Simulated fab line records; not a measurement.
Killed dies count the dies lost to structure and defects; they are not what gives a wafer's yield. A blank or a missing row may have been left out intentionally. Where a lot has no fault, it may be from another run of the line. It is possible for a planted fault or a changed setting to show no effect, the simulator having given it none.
What tool caused it?	flow nand-harc	Sampling: 10 lots, 30 wafers, 6 of 1302 route steps

## WHAT THE GAUGES READ, wafer by wafer
NHARC_A_CHANNEL_HOLE_D1_INSPECT_40.
lot	measured	on	raw-defect-count
L413	day 8 20:50	defect-inspect-02	51 74 55
L414	day 9 02:46	defect-inspect-02	71 80 99
L415	day 9 18:47	defect-inspect-01	89 98 96
L417	day 10 20:54	defect-inspect-02	52 47 74
L423	day 13 02:14	defect-inspect-01	128 106 102
L427	day 14 23:35	defect-inspect-01	1138 1154 1195
L429	day 15 17:37	defect-inspect-01	1140 1229 1196
L430	day 15 18:13	defect-inspect-02	29 57 59
L435	day 17 17:47	defect-inspect-02	56 70 74
L436	day 18 16:42	defect-inspect-01	51 61 21

NHARC_END_SORT_01.
lot	measured	on	killed-at-array	killed-at-other	killed-at-periphery	killed-dies	killed-open	killed-short
L427	day 30 17:22	prober-01	100 121 120	0 1 0	1 0 5	101 122 125	0 4 3	6 3 2
L429	day 31 21:11	prober-01	95 96 99	0 0 1	3 1 4	98 97 104	2 1 2	4 3 2

## WHICH TOOL RAN EACH LOT (tool, then ch and the chambers of the sampled wafers, then the start)
lot	NHARC_A_CHANNEL_HOLE_D1_ETCH_19	NHARC_A_CHANNEL_HOLE_D1_ETCH_22	NHARC_A_CHANNEL_HOLE_D1_ETCH_23	NHARC_A_CHANNEL_HOLE_D1_ETCH_44
L413	har-etch-01 ch 0,1, day 8 15:07	har-etch-01 ch 0,1, day 8 15:59	har-etch-01 ch 0,1, day 8 16:33	rie-diel-05 ch 1,3, day 8 19:51
L414	har-etch-02 ch 0,1, day 8 21:03	har-etch-02 ch 0,1, day 8 21:55	har-etch-02 ch 0,1, day 8 22:28	rie-diel-12 ch 1,2, day 9 01:47
L415	har-etch-02 ch 0,1, day 9 13:04	har-etch-02 ch 0,1, day 9 14:01	har-etch-02 ch 0,1, day 9 14:36	rie-diel-12 ch 0,1,2, day 9 17:47
L417	har-etch-01 ch 0,1, day 10 15:14	har-etch-01 ch 0,1, day 10 16:20	har-etch-01 ch 0,1, day 10 16:58	rie-diel-12 ch 1,2,3, day 10 19:56
L423	har-etch-02 ch 0,1, day 12 20:32	har-etch-02 ch 0,1, day 12 21:25	har-etch-02 ch 0,1, day 12 21:59	rie-diel-12 ch 1,2,3, day 13 01:15
L427	har-etch-02 ch 1, day 14 13:46	har-etch-02 ch 1, day 14 15:29	har-etch-02 ch 1, day 14 16:37	rie-diel-12 ch 0,2,3, day 14 22:37
L429	har-etch-02 ch 1, day 15 11:55	har-etch-02 ch 1, day 15 12:52	har-etch-02 ch 1, day 15 13:27	rie-diel-12 ch 0,2, day 15 16:38
L430	har-etch-01 ch 0,1, day 15 12:30	har-etch-01 ch 0,1, day 15 13:23	har-etch-01 ch 0,1, day 15 13:56	rie-diel-05 ch 2,3, day 15 17:13
L435	har-etch-01 ch 0,1, day 17 12:05	har-etch-01 ch 0,1, day 17 12:57	har-etch-01 ch 0,1, day 17 13:31	rie-diel-01 ch 0,1,3, day 17 16:48
L436	har-etch-02 ch 0,1, day 18 10:59	har-etch-02 ch 0,1, day 18 11:52	har-etch-02 ch 0,1, day 18 12:26	rie-diel-12 ch 0,1,3, day 18 15:43
- NHARC_A_CHANNEL_HOLE_D1_ETCH_19: etches the open film in C4F8/O2/Ar, time 34.5 s.
- NHARC_A_CHANNEL_HOLE_D1_ETCH_22: etches the open film in C4F8/O2/Ar, time 666.7 s, target depth 1600 nm.
- NHARC_A_CHANNEL_HOLE_D1_ETCH_23: etches the open film in C4F8/O2/Ar, time 819 s, target depth 1600 nm.
- NHARC_A_CHANNEL_HOLE_D1_ETCH_44: etches the open film in CF4/O2, target depth 140 nm, overetch 14 nm, time 77 s.

## WHAT THE TOOLS THEMSELVES READ (means of the sampled wafers that have a number; where no wafer has one, the mark that the record gives instead)
NHARC_A_CHANNEL_HOLE_D1_ETCH_19.
lot	tool	bias-v (V)	chamber-pressure-mTorr (mTorr)	drypump-motor-current-A (A)	showerhead-plenum-p-Torr (Torr)	throttle-valve-pct (%)
L413	har-etch-01	1198	15.008	5.0	3.83	37.045
L414	har-etch-02	1196	15.002	6.3	3.71	37.036
L415	har-etch-02	1193	15.000	6.3	3.71	37.036
L417	har-etch-01	1216	14.985	5.1	3.81	37.045
L423	har-etch-02	1200	14.999	6.5	3.58	37.041
L427	har-etch-02	1199	14.995	6.1	3.77	37.043
L429	har-etch-02	1185	15.000	6.1	3.76	37.039
L430	har-etch-01	1195	15.003	5.3	3.83	37.031
L435	har-etch-01	1188	15.006	5.1	3.75	37.040
L436	har-etch-02	1202	15.010	6.5	3.90	37.032

NHARC_A_CHANNEL_HOLE_D1_ETCH_22.
lot	tool	chamber-pressure-mTorr (mTorr)	drypump-motor-current-A (A)	showerhead-plenum-p-Torr (Torr)	throttle-valve-pct (%)
L413	har-etch-01	20.013	5.0	3.78	32.158
L414	har-etch-02	19.988	6.3	3.67	32.155
L415	har-etch-02	20.002	6.3	3.66	32.148
L417	har-etch-01	19.995	5.1	3.76	32.155
L423	har-etch-02	20.019	6.5	3.55	32.159
L427	har-etch-02	19.984	6.1	3.72	32.152
L429	har-etch-02	19.996	6.1	3.72	32.149
L430	har-etch-01	19.986	5.2	3.78	32.155
L435	har-etch-01	20.000	5.0	3.71	32.159
L436	har-etch-02	20.001	6.5	3.85	32.164

NHARC_A_CHANNEL_HOLE_D1_ETCH_23.
lot	tool	chamber-pressure-mTorr (mTorr)	drypump-motor-current-A (A)	showerhead-plenum-p-Torr (Torr)	throttle-valve-pct (%)
L413	har-etch-01	20.011	5.1	3.78	32.153
L414	har-etch-02	20.005	6.3	3.67	32.155
L415	har-etch-02	19.999	6.3	3.66	32.162
L417	har-etch-01	20.012	5.1	3.77	32.142
L423	har-etch-02	19.995	6.5	3.55	32.152
L427	har-etch-02	19.997	6.1	3.72	32.162
L429	har-etch-02	20.006	6.1	3.72	32.161
L430	har-etch-01	20.004	5.2	3.78	32.157
L435	har-etch-01	20.007	5.1	3.71	32.142
L436	har-etch-02	20.010	6.5	3.85	32.158

NHARC_A_CHANNEL_HOLE_D1_ETCH_44.
lot	tool	chamber-pressure-mTorr (mTorr)	drypump-motor-current-A (A)	oes-product-au (a.u.)	rf-vpp-V (V)	showerhead-plenum-p-Torr (Torr)	throttle-valve-pct (%)
L413	rie-diel-05	29.987	5.6	1.001	197.3	1.29	13.397
L414	rie-diel-12	30.005	5.3	0.996	197.3	1.32	13.405
L415	rie-diel-12	30.005	5.8	0.988	197.3	1.34	13.392
L417	rie-diel-12	30.001	5.6	0.993	196.4	1.31	13.397
L423	rie-diel-12	29.995	5.6	0.997	197.6	1.31	13.393
L427	rie-diel-12	29.994	6.1	0.993	197.7	1.32	13.396
L429	rie-diel-12	30.026	6.2	0.990	198.4	1.35	13.395
L430	rie-diel-05	30.011	5.0	0.999	197.7	1.37	13.390
L435	rie-diel-01	29.999	5.8	1.003	198.8	1.38	13.396
L436	rie-diel-12	29.997	5.8	0.992	198.0	1.33	13.393

## THE ANSWER, worked out from the rows above alone
Rule: the usual values come from the lots themselves. The widest of any qualifying gaps counts: lots, ordered by their means at a reading, are off when they make up no more than a third of the lots, leave a main group of 4 or more, and stand apart from it by 3 or more times the standard deviation of that group's means. A main group is skipped when, at the precision printed for the reading in the tables above, its means are all equal. Also off: a lot with no number at a reading for which 4 or more lots have one. The other lots that the step has rows for count as sound. Order of review: gauges by route order, followed by the tools' own readings, for which a lot's mean as printed above is used. At the first step where some lot is off, the reading lying furthest off is the one used; lots without a number count as furthest.
Off at NHARC_A_CHANNEL_HOLE_D1_INSPECT_40 (raw-defect-count): L427, L429. For the main group the mean is 71 and the standard deviation 22.
A tool fits if, at a process step before that reading, it ran every lot that is off, and no sound lot after the first of them. Those tools and the gauges at NHARC_A_CHANNEL_HOLE_D1_INSPECT_40 are tried in the same way. Not one of the candidates tried fits.

## WHAT WAS PUT IN BY THE SIMULATOR
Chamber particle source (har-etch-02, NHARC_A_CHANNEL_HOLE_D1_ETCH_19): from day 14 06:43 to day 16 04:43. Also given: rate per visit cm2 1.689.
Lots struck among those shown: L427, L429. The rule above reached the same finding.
